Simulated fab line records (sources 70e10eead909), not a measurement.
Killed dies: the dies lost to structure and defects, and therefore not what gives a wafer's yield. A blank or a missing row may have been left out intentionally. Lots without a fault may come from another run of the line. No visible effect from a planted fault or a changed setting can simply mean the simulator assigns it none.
fab line records	flow nand_harc
[record] lots = 6	wafers = 18	last_day = 25
route steps=1159 shown P_ZERO_WELL@68 P_STI@69 END@1159
lots that met no fault: from a run of the same line without faults
start_h: hours from the record's opening day to when the first of the lot's shown wafers began	wait_h: hours since the lot's step before	" as in the row above	L1.1+2: one row covering several wafers at once	- no value present, or no start provided	* or withheld: withheld	< > ~ a bound
route shown NAME@n: NAME is a module with steps in the file, n the number in the route of the first one	usual: mean/standard deviation of fault-free wafers	same: alike in all rows	chamber/n: place in a boat	sites: the reading at each site	_std_site: how widely they spread, as a standard deviation	_edge_site: mean of outer sites minus mean of inner sites	radius_mm: for every site, how far away it sits from the centre of the wafer	mask NAME#n: copy n	behind: the tool/chamber that last shaped the wafer	hold: reason for holding the lot/hours on hold/outcome of the hold	device: transistor that didn't switch, given as n, p or np	end of line: the same wafers' tests at the end of the route	a step with no rows: only its recipe	killed: count of dies lost to structure and defects at first sort (not the wafer's yield)	map: per-die view of a wafer (x killed, . not killed, _ where there is no die)
set.NAME: the setting that was run; set.NAME@STEP: the one run at that earlier step	model.NAME: the simulator's own value behind a step, which no gauge read
a table for each step, a row for each wafer; lots at some steps of the route
services: a tool's chamber out of use, with start hour (start_h, from the record's first day; less than 0 if before it), hours out, and reason
[[steps]]
[step NHARC_P_ZERO_WELL_INSPECT_43]
[usual] raw_defect_count = 11/5.3
lot.wafer	tool	chamber	start_h	wait_h	raw_defect_count
L615.2	defect_inspect-02	-	25.47	0.5	12
L615.5	"	-	"	"	9
L615.6	"	-	"	"	6
L618.1	defect_inspect-02	-	43.63	0.6	16
L618.3	"	-	"	"	12
L618.4	"	-	"	"	12
L627.1	defect_inspect-02	-	97.18	0.6	5
L627.5	"	-	"	"	6
L627.6	"	-	"	"	10
L630.2	defect_inspect-02	-	115.42	0.5	23
L630.5	"	-	"	"	8
L630.6	"	-	"	"	9
L635.1	defect_inspect-01	-	145.74	0.6	13
L635.3	"	-	"	"	22
L635.5	"	-	"	"	6
L637.1	defect_inspect-01	-	157.53	0.6	8
L637.5	"	-	"	"	9
L637.6	"	-	"	"	3
[step NHARC_P_STI_ETCH_26]
[recipe] target_depth_a = 110	chemistry = dHF	material = SiO2
[step NHARC_P_STI_PRECLEAN_27]
[recipe] time_s = *	temp_c = 50	bath_age_min = 0	chemistry = SC1
[step NHARC_P_STI_SRD_28]
[step NHARC_P_STI_OXIDE_29]
[recipe] target_thk_a = 100	temp_c = 900	ox_time_s = 1362	material = SiO2
[step NHARC_P_STI_HM_DEP_30]
[recipe] target_thk_a = 800	temp_c = 790	pressure_mtorr = 300	time_s = 873	material = Si3N4
[step NHARC_P_STI_DEHYDRATE_01]
[recipe] temp_c = 150	time_s = 120
[step NHARC_P_STI_HMDS_02]
[recipe] time_s = 30
[step NHARC_P_STI_COAT_41]
[recipe] temp_c = 200	time_s = 65
[step NHARC_P_STI_COAT_03]
[recipe] spin_rpm = 2000	resist_thk_nm = 600
[step NHARC_P_STI_SOFTBAKE_04]
[recipe] temp_c = 125	time_s = 70
[step NHARC_P_STI_EBR_05]
[step NHARC_P_STI_EXPOSE_06]
[recipe] na = 0.55	target_cd_nm = 200	dose_mj = 37.69	mask_id = P_STI
lot.wafer	tool	chamber	start_h	wait_h	mask
L615.2+5+6	krf_scanner-01	0	42.18	-	P_STI#0
L618.1+3+4	krf_scanner-02	0	60.05	-	P_STI#0
L627.1+5+6	krf_scanner-01	0	112.34	-	P_STI#0
L630.2+5+6	krf_scanner-01	0	129.19	-	P_STI#0
L635.1+3+5	krf_scanner-02	0	161.25	-	P_STI#0
L637.1+5+6	krf_scanner-03	0	172.70	-	P_STI#0
[step NHARC_P_STI_PEB_07]
[recipe] peb_temp_c = 128	peb_time_s = 80
[step NHARC_P_STI_DEVELOP_08]
[recipe] time_s = 50	dev_temp_c = 22
[step NHARC_P_STI_CD_MEAS_09]
[recipe] target_cd_nm = 200	landing_energy_ev = 500
[usual] cd_nm = 200.7/3
[same] landing_energy_ev = 500
lot.wafer	tool	chamber	start_h	wait_h	cd_nm
L615.2	cd_sem-02	0	42.33	-	200.9
L615.5	"	0	"	"	201.5
L615.6	"	0	"	"	201.7
L618.1	cd_sem-01	0	60.21	-	198.6
L618.3	"	0	"	"	195.8
L618.4	"	0	"	"	198.0
L627.1	cd_sem-03	0	112.49	-	187.5
L627.5	"	0	"	"	196.2
L627.6	"	0	"	"	188.4
L630.2	cd_sem-01	0	129.34	-	196.5
L630.5	"	0	"	"	199.4
L630.6	"	0	"	"	187.6
L635.1	cd_sem-03	0	161.40	-	201.4
L635.3	"	0	"	"	207.1
L635.5	"	0	"	"	202.5
L637.1	cd_sem-03	0	172.85	-	199.4
L637.5	"	0	"	"	194.5
L637.6	"	0	"	"	199.7
[step NHARC_P_STI_OVL_MEAS_10]
[usual] overlay_x_nm = 0/5.2	overlay_y_nm = 1/6.9
lot.wafer	tool	chamber	start_h	wait_h	overlay_x_nm	overlay_y_nm
L615.2	overlay-01	-	42.42	-	4	11
L615.5	"	-	"	"	4	11
L615.6	"	-	"	"	4	10
L618.1	overlay-02	-	60.30	-	0	6
L618.3	"	-	"	"	0	6
L618.4	"	-	"	"	1	5
L627.1	overlay-01	-	112.58	-	10	7
L627.5	"	-	"	"	10	8
L627.6	"	-	"	"	10	7
L630.2	overlay-01	-	129.43	-	4	4
L630.5	"	-	"	"	4	4
L630.6	"	-	"	"	4	4
L635.1	overlay-01	-	161.49	-	-7	10
L635.3	"	-	"	"	-7	9
L635.5	"	-	"	"	-7	10
L637.1	overlay-02	-	172.94	-	-8	-4
L637.5	"	-	"	"	-7	-4
L637.6	"	-	"	"	-8	-3
[step NHARC_P_STI_INSPECT_11]
[usual] raw_defect_count = 5.5/2.8
lot.wafer	tool	chamber	start_h	wait_h	raw_defect_count
L615.2	defect_inspect-01	-	42.46	0.0	5
L615.5	"	-	"	"	11
L615.6	"	-	"	"	4
L618.1	defect_inspect-02	-	60.34	0.0	7
L618.3	"	-	"	"	9
L618.4	"	-	"	"	4
L627.1	defect_inspect-02	-	112.62	0.0	6
L627.5	"	-	"	"	3
L627.6	"	-	"	"	5
L630.2	defect_inspect-01	-	129.47	0.0	2
L630.5	"	-	"	"	3
L630.6	"	-	"	"	3
L635.1	defect_inspect-01	-	161.52	0.0	3
L635.3	"	-	"	"	7
L635.5	"	-	"	"	2
L637.1	defect_inspect-02	-	172.97	0.0	5
L637.5	"	-	"	"	8
L637.6	"	-	"	"	6
[step NHARC_P_STI_HARDBAKE_13]
[recipe] temp_c = 118	time_s = 65
[step NHARC_P_STI_DESCUM_14]
[recipe] time_s = 3	o2_flow_sccm = 200	ar_flow_sccm = 0	bias_power_w = 0	chemistry = O2
[usual] chamber_pressure_mTorr = 60.00/0.062	drypump_motor_current_A = 5.6/0.5	oes_product_au = 1.004/0.014	rf_vpp_V = 58.0/0.84	showerhead_plenum_p_Torr = 1.98/0.087	throttle_valve_pct = 11.311/0.0087
lot.wafer	tool	chamber	start_h	wait_h	chamber_pressure_mTorr	drypump_motor_current_A	oes_product_au	rf_hours_counter_h	rf_vpp_V	showerhead_plenum_p_Torr	throttle_valve_pct	model.P_STI.cd_nm
L615.2	rie_diel-02	3	42.61	-	59.94	5.3	1.004	2	56.8	2.07	11.326	200.9
L615.6	"	1	"	"	59.89	6.6	1.020	-	59.3	1.98	11.301	202.6
L615.5	"	2	"	"	60.04	5.6	1.020	-	58.3	2.07	11.290	202.5
L618.1	rie_diel-04	0	60.48	-	60.02	5.6	1.016	8	59.3	2.06	11.313	198.7
L618.3	"	2	"	"	60.02	5.7	1.004	9	59.2	2.06	11.313	196.8
L618.4	"	1	"	"	60.07	6.2	1.023	-	58.3	2.02	11.323	198.5
L627.1	rie_diel-13	1	112.76	-	59.92	6.5	0.977	0	57.5	1.97	11.308	186.8
L627.5	"	0	"	"	60.02	5.3	1.002	-	58.0	1.80	11.316	195.2
L627.6	"	1	"	"	60.04	6.4	0.994	-	57.6	1.97	11.314	188
L630.2	rie_diel-13	1	129.63	-	60.07	6.4	1.006	0	58.2	1.97	11.301	196.2
L630.6	"	2	"	"	59.96	5.3	1.014	-	58.0	2.03	11.326	188
L630.5	"	3	"	"	59.96	5.2	1.005	-	57.8	1.95	11.298	199.1
L635.3	rie_diel-02	0	161.67	-	59.89	5.0	0.997	0	56.5	1.84	11.309	208.1
L635.1	"	1	"	"	60.06	6.6	1.010	0	58.3	1.97	11.300	200.3
L635.5	"	3	"	"	59.87	5.2	0.987	-	59.2	2.06	11.305	202.1
L637.1	rie_diel-02	0	173.12	-	60.02	5.0	0.991	0	59.1	1.84	11.302	200.4
L637.6	"	3	"	"	59.92	5.3	0.972	-	58.3	2.06	11.311	198.7
L637.5	"	0	"	"	59.97	5.0	0.984	-	58.0	1.84	11.310	195.5
[step NHARC_P_STI_ETCH_42]
[recipe] target_depth_a = 800	overetch_a = 240	time_s = 61	ion_energy_ev = 200	n2_flow_sccm = 150	h2_flow_sccm = 150	ar_flow_sccm = 0	rf_w = 400	bias_w = 150	chemistry = N2/H2
[usual] chamber_pressure_mTorr = 29.999/0.029	drypump_motor_current_A = 5.6/0.51	oes_product_au = 1.004/0.014	rf_vpp_V = 432.3/2.8	showerhead_plenum_p_Torr = 2.10/0.097	throttle_valve_pct = 14.171/0.0092
lot.wafer	tool	chamber	start_h	wait_h	chamber_pressure_mTorr	drypump_motor_current_A	oes_product_au	rf_hours_counter_h	rf_vpp_V	showerhead_plenum_p_Torr	throttle_valve_pct
L615.2	rie_diel-02	3	42.68	0.1	29.977	5.3	1.001	2	435.2	2.21	14.177
L615.5	"	2	"	"	30.000	5.7	1.022	-	434.4	2.21	14.183
L615.6	"	3	"	"	29.991	5.3	1.006	-	435.1	2.21	14.184
L618.1	rie_diel-04	1	60.59	0.1	30.016	6.2	1.016	8	434.5	2.15	14.161
L618.3	"	2	"	"	29.968	5.7	1.003	9	435.5	2.20	14.172
L618.4	"	0	"	"	30.017	5.5	1.017	-	436.9	2.20	14.156
L627.1	rie_diel-13	2	112.85	0.1	30.009	5.3	1.011	0	433.6	2.16	14.151
L627.5	"	0	"	"	29.987	5.3	1.000	-	427.8	1.91	14.159
L627.6	"	1	"	"	29.986	6.5	0.995	-	432.3	2.10	14.165
L630.2	rie_diel-13	3	129.70	0.1	30.006	5.2	1.006	0	431.5	2.08	14.165
L630.6	"	1	"	"	29.991	6.5	0.998	-	432.3	2.10	14.177
L630.5	"	2	"	"	29.987	5.3	0.996	-	435.6	2.16	14.185
L635.3	rie_diel-02	0	161.76	0.1	30.003	5.0	0.979	0	427.3	1.96	14.178
L635.1	"	1	"	"	29.937	6.6	0.992	0	431.5	2.11	14.146
L635.5	"	3	"	"	30.010	5.2	0.980	-	434.4	2.20	14.167
L637.1	rie_diel-02	0	173.25	0.1	29.957	5.1	1.001	0	429.0	1.96	14.168
L637.6	"	0	"	"	29.945	5.1	0.995	-	427.7	1.96	14.166
L637.5	"	1	"	"	30.021	6.6	0.999	-	431.4	2.11	14.180
[step NHARC_P_STI_ETCH_31]
[recipe] target_depth_a = 1089	time_s = 54.5	cf4_flow_sccm = 100	chf3_flow_sccm = 30	ar_flow_sccm = 0	rf_w = 500	bias_w = 200	chemistry = CF4/CHF3
[usual] chamber_pressure_mTorr = 25.002/0.024	drypump_motor_current_A = 5.6/0.51	oes_product_au = 0.965/0.021	rf_vpp_V = 372.2/2.4	showerhead_plenum_p_Torr = 1.62/0.067	throttle_valve_pct = 16.801/0.008
lot.wafer	tool	chamber	start_h	wait_h	chamber_pressure_mTorr	drypump_motor_current_A	oes_product_au	rf_hours_counter_h	rf_vpp_V	showerhead_plenum_p_Torr	throttle_valve_pct
L615.2	rie_diel-02	1	-	-	25.010	6.6	0.982	2	372.3	1.62	16.809
L615.6	"	1	"	"	25.014	6.6	0.980	-	372.4	1.62	16.809
L615.5	"	2	"	"	25.008	5.7	0.978	-	375.6	1.70	16.813
L618.3	rie_diel-04	1	-	-	25.003	6.1	0.983	8	373.3	1.65	16.807
L618.1	"	2	"	"	25.034	5.8	0.962	9	374.4	1.69	16.807
L618.4	"	2	"	"	24.966	5.8	0.959	-	374.9	1.68	16.800
L627.1	rie_diel-13	1	-	-	24.969	6.4	0.952	0	372.5	1.62	16.798
L627.6	"	2	"	"	25.009	5.3	0.990	-	371.8	1.66	16.795
L627.5	"	3	"	"	24.971	5.2	0.991	-	370.6	1.60	16.790
L630.2	rie_diel-13	1	-	-	25.027	6.5	0.951	1	371.9	1.62	16.797
L630.5	"	0	"	"	24.973	5.3	0.961	-	367.2	1.48	16.790
L630.6	"	1	"	"	25.025	6.5	0.954	-	371.5	1.62	16.815
L635.3	rie_diel-02	2	-	-	24.983	5.7	0.989	0	374.4	1.70	16.805
L635.1	"	0	"	"	25.030	5.0	0.963	0	368.1	1.51	16.803
L635.5	"	1	"	"	25.026	6.7	0.985	-	371.9	1.62	16.808
L637.1	rie_diel-02	0	-	-	24.960	5.0	0.944	0	370.4	1.51	16.809
L637.5	"	2	"	"	24.951	5.7	0.988	-	375.5	1.70	16.797
L637.6	"	3	"	"	24.988	5.2	0.926	-	376.1	1.69	16.803
[step NHARC_P_STI_ETCH_15]
[recipe] target_depth_a = 3000	taper_deg = 4	time_s = 100.1	hbr_flow_sccm = 150	cl2_flow_sccm = 50	rf_w = 400	icp_w = 400	bias_w = 100	chemistry = HBr/Cl2
[usual] chamber_pressure_mTorr = 15.001/0.013	drypump_motor_current_A = 5.9/0.57	oes_product_au = 0.992/0.012	throttle_valve_pct = 26.405/0.0097
lot.wafer	tool	chamber	start_h	wait_h	chamber_pressure_mTorr	drypump_motor_current_A	oes_product_au	rf_hours_counter_h	throttle_valve_pct	model.P_STI.cd_nm
L615.2	rie_si-03	0	42.90	-	15.004	6.4	0.977	0.34	26.395	198.7
L615.5	"	3	"	"	15.030	5.5	1.011	-	26.409	200.6
L615.6	"	1	"	"	14.970	6.4	0.992	-	26.406	200
L618.3	rie_si-03	2	60.80	-	15.015	5.2	0.995	0.47	26.406	196.6
L618.4	"	0	"	"	15.025	6.4	0.991	0.57	26.411	197.8
L618.1	"	1	"	"	14.979	6.4	1.000	0.52	26.407	196.6
L627.1	rie_si-03	3	113.08	-	15.015	5.5	1.001	1.03	26.415	187.4
L627.5	"	0	"	"	15.012	6.4	0.985	-	26.375	195.9
L627.6	"	1	"	"	14.996	6.4	0.997	-	26.412	186.8
L630.2	rie_si-02	2	129.92	-	14.999	5.3	0.993	0.69	26.418	196
L630.5	"	3	"	"	14.988	6.0	0.997	-	26.422	200.2
L630.6	"	0	"	"	14.997	6.1	0.968	-	26.417	188.5
L635.3	rie_si-01	2	161.95	-	15.017	4.7	0.998	0.30	26.400	209.4
L635.1	"	3	"	"	15.003	6.6	1.001	0.33	26.403	199.8
L635.5	"	2	"	"	15.001	4.8	0.990	-	26.385	203.3
L637.1	rie_si-01	3	173.50	-	15.001	6.6	0.989	0.37	26.403	199.9
L637.6	"	1	"	"	15.018	5.8	0.999	-	26.407	196.7
L637.5	"	2	"	"	15.008	4.8	0.997	-	26.428	194.1
[step NHARC_P_STI_CD_MEAS_16]
[usual] cd_nm = 200/3.3
lot.wafer	tool	chamber	start_h	wait_h	cd_nm
L615.2	cd_sem-02	-	43.08	-	199
L615.5	"	-	"	"	201
L615.6	"	-	"	"	200
L618.1	cd_sem-01	-	60.96	-	197
L618.3	"	-	"	"	197
L618.4	"	-	"	"	198
L627.1	cd_sem-01	-	113.19	-	188
L627.5	"	-	"	"	196
L627.6	"	-	"	"	187
L630.2	cd_sem-01	-	130.04	-	196
L630.5	"	-	"	"	200
L630.6	"	-	"	"	189
L635.1	cd_sem-02	-	162.10	-	200
L635.3	"	-	"	"	210
L635.5	"	-	"	"	203
L637.1	cd_sem-03	-	173.63	-	200
L637.5	"	-	"	"	194
L637.6	"	-	"	"	197
[step NHARC_P_STI_OCD_MEAS_17]
[usual] trench_depth_nm = 297/5.5	trench_foot_cd_nm = 159/3.1
lot.wafer	tool	chamber	start_h	wait_h	trench_depth_nm	trench_foot_cd_nm
L615.2	ocd-01	-	43.17	0.1	293	160
L615.5	"	-	"	"	306	159
L615.6	"	-	"	"	294	161
L618.1	ocd-01	-	61.04	0.1	300	156
L618.3	"	-	"	"	296	154
L618.4	"	-	"	"	295	157
L627.1	ocd-01	-	113.28	0.1	305	145
L627.5	"	-	"	"	292	155
L627.6	"	-	"	"	300	146
L630.2	ocd-01	-	130.13	0.1	296	155
L630.5	"	-	"	"	300	157
L630.6	"	-	"	"	286	147
L635.1	ocd-01	-	162.18	0.1	301	160
L635.3	"	-	"	"	299	165
L635.5	"	-	"	"	294	161
L637.1	ocd-01	-	173.72	0.1	296	158
L637.5	"	-	"	"	300	153
L637.6	"	-	"	"	298	158
[step NHARC_P_STI_STRIP_19]
[recipe] time_s = 900	temp_c = 130	chemistry = SPM
[step NHARC_END_SORT_01]
[recipe] temp_c = 25
[usual] killed_at_array = 28/11	killed_at_other = 0.7/0.88	killed_at_periphery = 3.1/2.2	killed_dies = 31/12	killed_open = 3.3/2	killed_short = 2.0/1.6
[same] gross_dies = 677
lot.wafer	tool	chamber	start_h	wait_h	killed_at_array	killed_at_other	killed_at_periphery	killed_dies	killed_open	killed_short
L630.5	prober-01	0	573.31	3.8	39	3	3	45	4	4
L630.6	prober-01	0	574.12	4.1	32	0	6	38	3	4
// killed by level:class
L630.5 A_SLIT:chamber_film_flake=14 A_CHANNEL_HOLE_D1:chamber_film_flake=12 THIN_TSV:chamber_film_flake=3 A_WL_FILL:geometric_particle:open=2 A_STAIRCASE:chamber_film_flake=2 A_WL_FILL:chamber_film_flake=2 A_CONTACT:chamber_film_flake=2 P_M1:geometric_particle:short=1
L630.6 A_CHANNEL_HOLE_D1:chamber_film_flake=13 A_SLIT:chamber_film_flake=10 A_WL_FILL:chamber_film_flake=3 A_ONON_D1:geometric_particle:short=2 P_GATE:chamber_film_flake=2 P_CONTACT:geometric_particle:open=1 P_M0:geometric_particle:short=1 A_SOURCE_PLATE:geometric_particle:short=1
[[services]]
tool	chamber	start_h	hours	kind
rie_si-02	-	34.00	9.0	pm
rie_si-03	2	35.14	13.8	repair
krf_scanner-01	-	35.97	2.0	repair
krf_scanner-02	-	38.40	4.0	pm
krf_scanner-02	-	52.80	0.1	repair
rie_diel-04	3	58.64	9.8	repair
krf_scanner-03	-	59.30	1.2	repair
rie_diel-13	3	62.97	6.3	repair
rie_si-03	2	70.09	1.9	repair
krf_scanner-02	-	79.23	4.4	repair
krf_scanner-01	-	84.00	4.0	pm
krf_scanner-02	-	84.14	0.8	repair
rie_diel-13	-	99.00	9.0	pm
rie_si-03	3	105.70	3.8	repair
rie_diel-04	3	108.76	5.7	repair
rie_diel-04	-	112.05	9.0	pm
rie_diel-04	0	126.60	3.2	repair
rie_si-01	-	127.00	9.0	pm
krf_scanner-02	-	135.23	0.8	repair
rie_diel-04	2	149.06	1.9	repair
rie_diel-02	-	150.70	9.0	pm
rie_si-03	-	155.00	9.0	pm
rie_si-02	2	164.96	2.9	repair
krf_scanner-03	-	168.02	4.0	pm
[[key]]
[first_sign] step = NHARC_P_STI_CD_MEAS_09	reading = cd_nm	direction = down	sigmas = 4.3	usual = 200.7	struck = 187.9
[effect] step = NHARC_P_STI_CD_MEAS_16	reading = cd_nm	direction = down	sigmas = 3.8	usual = 200	struck = 188
[effect] step = NHARC_P_STI_OCD_MEAS_17	reading = trench_foot_cd_nm	direction = down	sigmas = 4.4	usual = 159	struck = 146
[model_effect] step = NHARC_P_STI_DESCUM_14	value = P_STI.cd_nm	without = 201.2	struck = 187.6
[model_effect] step = NHARC_P_STI_ETCH_15	value = P_STI.cd_nm	without = 201.2	struck = 187.6
met_at NHARC_P_STI_EXPOSE_06
struck_wafers L627.1,L627.6,L630.6
tester_left_out L627,L630
onset_between 42.18 112.34
[fault] kind = process_parameter_drift	tool = krf_scanner-01	chamber = -	onset_h = 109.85	steps = NHARC_P_STI_EXPOSE_06	channel = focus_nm	offset = 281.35	shape = step	end_h = 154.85	scope = struck_wafers_only
// tester_left_out: of these lots the tester's yield and bins aren't shown, on N5 and GAA mostly nor the transistor test; their killed dies are dies lost to structure and defects alone, not to doping, threshold or leakage, so they don't give the yield
